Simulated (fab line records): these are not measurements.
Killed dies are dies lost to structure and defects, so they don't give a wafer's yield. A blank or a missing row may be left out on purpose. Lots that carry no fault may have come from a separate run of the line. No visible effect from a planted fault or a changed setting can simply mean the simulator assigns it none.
Struck lot and sound lot, side by side | flow n5_finfet | 38 steps out of a route of 1938
Sound: wafers L703.1, L703.3, L703.4. The struck wafers were L714.1, L714.2, L714.6. At the end, the cause is stated.
Each step with rows lists, per side, the tool, then ch with its chambers, then its first start. Under that, the readings that differ: sound wafers | struck wafers | difference of the means | sigmas: that difference in standard deviations of wafers without a fault.
alike: same words and numbers on both sides, and readings whose means sit less than 2 such deviations apart. not compared: any withheld reading, any reading some wafer has no value for, any bound like >300 that may hide the same value, and any number with overlapping values for which the record gives no deviation.
The two part at a step that has a row with sigmas, a row that says differs or no value, or rows on one side only. Numbers that have no deviation but don't overlap get no sigmas and don't part them. A reading missing from all wafers of one side parts the sides only when that side holds two or more wafers.

first, 11 steps without rows for these wafers: N5_BEOL_M5_ETCH_68 (etches SOC in N2/H2, target depth 80 nm, overetch 16 nm, time 120 s); N5_BEOL_M5_STRIP_69 (strips in N2/H2); N5_BEOL_M5_STRIP_76 (strips in N2/H2); N5_BEOL_M5_VIA_ETCH_34 (etches SiCOH lowk in C4F6/O2, target depth 88.3 nm, time 39.2 s); N5_BEOL_M5_STRIP_85 (strips in C4F6/O2); N5_BEOL_M5_STRIP_36 (strips in N2/H2); N5_BEOL_M5_TRENCH_ETCH_37 (etches SiCOH lowk in C4F6/O2, target depth 71.652 nm, time 24.7 s); N5_BEOL_M5_ETCH_41 (etches SiCN in CH3F/O2, target depth 31.5 nm, time 56.7 s); N5_BEOL_M5_STRIP_91 (strips in N2/H2, time 10 s); N5_BEOL_M5_HM_STRIP_39 (strips TiN in peroxide tin strip, target depth 25 nm, time 158 s); N5_BEOL_M5_SRD_40 (time 30 s).
N5_BEOL_M5_PRECLEAN_42: cleans in residue remover, time 60 s.
  sound on wet_bench-05 ch 4,6,7, day 8 22:04; struck on wet_bench-05 ch 1,3,4, day 12 00:57
then, 25 steps without rows for these wafers: N5_BEOL_M5_SRD_43 (time 30 s); N5_BEOL_M5_CURE_80 (cures SiCOH lowk, time 120 s); N5_BEOL_M5_DEGAS_44 (time 60 s); N5_BEOL_M5_PRE_CLEAN_45 (time 30 s); N5_BEOL_M5_ALD_86 (deposits TaN, pulse time 2 s, purge time 3 s, co reactant purge time 2 s); N5_BEOL_M5_SURFACE_TREAT_87; N5_BEOL_M5_CVD_47 (deposits Co from CCTBA/H2, target thk 3 nm, time 216 s); N5_BEOL_M5_SPUTTER_48 (material Cu, target thk 15 nm, time 27.62 s); N5_BEOL_M5_ANNEAL_49 (time 1800 s); N5_BEOL_M5_SPUTTER_81 (material Cu, target thk 15 nm, time 27.62 s); N5_BEOL_M5_ANNEAL_82 (time 1800 s); N5_BEOL_M5_SPUTTER_83 (material Cu, target thk 15 nm, time 27.62 s); N5_BEOL_M5_ANNEAL_84 (time 1800 s); N5_BEOL_M5_SPUTTER_88 (material Cu, target thk 15 nm, time 27.62 s); N5_BEOL_M5_ANNEAL_89 (time 1800 s); N5_BEOL_M5_SPUTTER_90 (material Cu, target thk 4.5 nm, time 8.29 s); N5_BEOL_M5_ECD_50 (material Cu, target thk 300 nm); N5_BEOL_M5_ANNEAL_51 (time 90 s); N5_BEOL_M5_CMP_52 (polishes, stops on SiCOH lowk, t overpolish 6.9 s, target thk 62 nm); N5_BEOL_M5_PRE_CLEAN_77 (time 15 s); N5_BEOL_M5_CO_CAP_78 (material Co, precursor CCTBA/H2, target thk 2 nm, time 102.1 s); N5_BEOL_M5_PRE_CLEAN_55 (time 15 s); N5_BEOL_M5_DEP_56 (deposits SiCN from 3MS/NH3, target thk 8 nm, time 14 s); N5_BEOL_M6_ILD_DEP_00 (deposits SiCOH lowk from DEMS/porogen, target thk 179.75 nm, time 33.4 s); N5_BEOL_M6_CURE_74 (cures SiCOH lowk, time 240 s).
-- the record jumps here: 5 days lie between the struck wafers' starts before and after (it left off in module BEOL_M6 and takes up again in module PASSIVATION, whose first step shown is number 1936 of the route) --
N5_PASSIVATION_PROBE_49:
  struck on prober-02, day 17 06:17; sound on prober-01, day 13 08:47
  reading                  | sound          | struck         | difference | sigmas
  defect_limited_yield (%) | 92.5 91.3 91.9 | 87.3 83.1 80.8 | -8.2       | -6
  killed_at_M4_up          | 12 6 14        | 68 125 111     | +91        | +17
  killed_dies              | 88 103 96      | 150 200 226    | +96        | +6
  killed_on_rim            | 13 12 4        | 34 15 22       | +14        | +3
  sort_bin_5_function (%)  | 4.4 5.2 5.5    | 7.9 10.2 11.7  | +4.9       | +5
  sort_bin_6_memory (%)    | 2.9 3.0 2.3    | 3.5 4.2 5.1    | +1.5       | +2
  sort_n_pass              | 1092 1077 1084 | 1030 980 954   | -96        | -5
  sort_yield_pct (%)       | 92.5 91.3 91.9 | 87.3 83.1 80.8 | -8.2       | -5
  alike: killed_at_M0_to_M3, killed_at_contacts, killed_at_front_end, killed_at_other, killed_open, killed_short

== WHERE THEY PART ==
Only at N5_PASSIVATION_PROBE_49, within this record.

WHY: what had been put in by the simulator
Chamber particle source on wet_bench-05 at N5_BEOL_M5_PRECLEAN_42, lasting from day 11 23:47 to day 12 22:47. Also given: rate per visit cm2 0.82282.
